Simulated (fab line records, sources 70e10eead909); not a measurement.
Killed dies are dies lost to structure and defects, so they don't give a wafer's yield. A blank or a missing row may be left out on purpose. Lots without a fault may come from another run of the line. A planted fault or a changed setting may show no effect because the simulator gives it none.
Chamber matching | flow nand_harc | NHARC_A_CHANNEL_FILL_D1_ALD_16 on ald_hk-01: 4 sister chambers
The step deposits SiO2, target thk 1.5 nm, pulse time 10 s, ald cycles 15. 8 wafers are shown with their chamber, then 10 later ones without.

WAFERS WITH THEIR CHAMBER
wafer  | chamber | heater_power_w (W) | precursor_pulse_height_rel
L077.5 | 3       | 434                | 0.998
L083.1 | 1       | 521                | 0.966
L083.5 | 3       | 446                | 1.039
L088.3 | 2       | 383                | 0.971
L088.4 | 0       | 491                | 0.993
L088.6 | 0       | 497                | 1.008
L089.3 | 2       | 384                | 1.026
L089.5 | 1       | 522                | 1.024

WAFERS WITHOUT THEIR CHAMBER
wafer  | heater_power_w (W) | precursor_pulse_height_rel
L089.6 | 503                | 0.990
L090.1 | 446                | 1.013
L090.2 | 519                | 0.996
L090.3 | 490                | 1.028
L092.3 | 447                | 0.992
L092.4 | 510                | 1.004
L092.5 | 485                | 1.003
L094.1 | 515                | 1.017
L094.3 | 445                | 0.994
L094.4 | 387                | 1.014

WHICH CHAMBER EACH WENT THROUGH
wafer  | from the rows above     | in truth
L089.6 | can't be placed: 0 or 1 | 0
L090.1 | 3                       | 3
L090.2 | 1                       | 1
L090.3 | 0                       | 0
L092.3 | 3                       | 3
L092.4 | can't be placed: 1 or 0 | 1
L092.5 | 0                       | 0
L094.1 | 1                       | 1
L094.3 | 3                       | 3
L094.4 | 2                       | 2
Placed correctly: 8 of 10. Can't be placed from these rows: 2 (the true chamber is among the candidates in 2). Placed wrongly: 0.
How it was worked out, from the rows above alone: a wafer's distance from a chamber is the root of the sum, over the readings, of the square of ((its reading less the chamber's mean) divided by the reading's scatter). The wafer belongs to the nearest chamber; if the next one is less than 2 further off, it can't be placed. A chamber's mean is the mean of its shown wafers. The scatter: the root of (the sum of the squares of (reading less its chamber's mean) over the shown wafers, divided by (wafers less chambers)).
